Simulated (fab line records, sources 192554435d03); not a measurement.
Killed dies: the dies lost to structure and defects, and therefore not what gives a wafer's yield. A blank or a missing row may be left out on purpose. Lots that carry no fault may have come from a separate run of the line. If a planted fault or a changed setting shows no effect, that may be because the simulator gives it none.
Matching of chambers | flow n5Finfet | N5_MOL_CONTACT_COAG_ALD_133 on aldSin-03: 4 sister chambers
The step deposits SiO2, target thk 5 nm, pulse time 1 s, co reactant pulse time 1 s. 4 wafers are shown with their chamber, then 9 later ones without.

WAFERS WITH THEIR CHAMBER
wafer  | chamber | heaterPowerW (W)
L090.3 | 3       | 94
L092.3 | 0       | 71
L092.5 | 1       | 79
L092.6 | 2       | 79

WAFERS WHOSE CHAMBER IS MISSING
wafer  | heaterPowerW (W)
L093.1 | 71
L093.2 | 80
L093.3 | 80
L093.4 | 93
L093.5 | 72
L093.6 | 79
L096.1 | 70
L096.2 | 79
L096.6 | 93

CHAMBER TAKEN BY EACH
wafer  | from the rows above     | in truth
L093.1 | 0                       | 0
L093.2 | can't be placed: 1 or 2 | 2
L093.3 | can't be placed: 1 or 2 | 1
L093.4 | 3                       | 3
L093.5 | 0                       | 0
L093.6 | can't be placed: 1 or 2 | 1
L096.1 | 0                       | 0
L096.2 | can't be placed: 1 or 2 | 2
L096.6 | 3                       | 3
Correct placement for 5 of the 9. Cannot be placed on the basis of these rows: 4; the candidates contain the true chamber in 4. 0 placed wrongly.
How it was worked out, from the rows above alone: a wafer's distance from a chamber is the root of the sum, over the readings, of the square of ((its reading less the chamber's mean) divided by the reading's scatter). The wafer belongs to the nearest chamber; if the next one is less than 2 further off, it can't be placed. For every chamber, the mean is computed from those of its wafers that are shown. The scatter: with one shown wafer a chamber, the root of the mean of the squares of how far each hidden wafer lies from its nearest shown one.
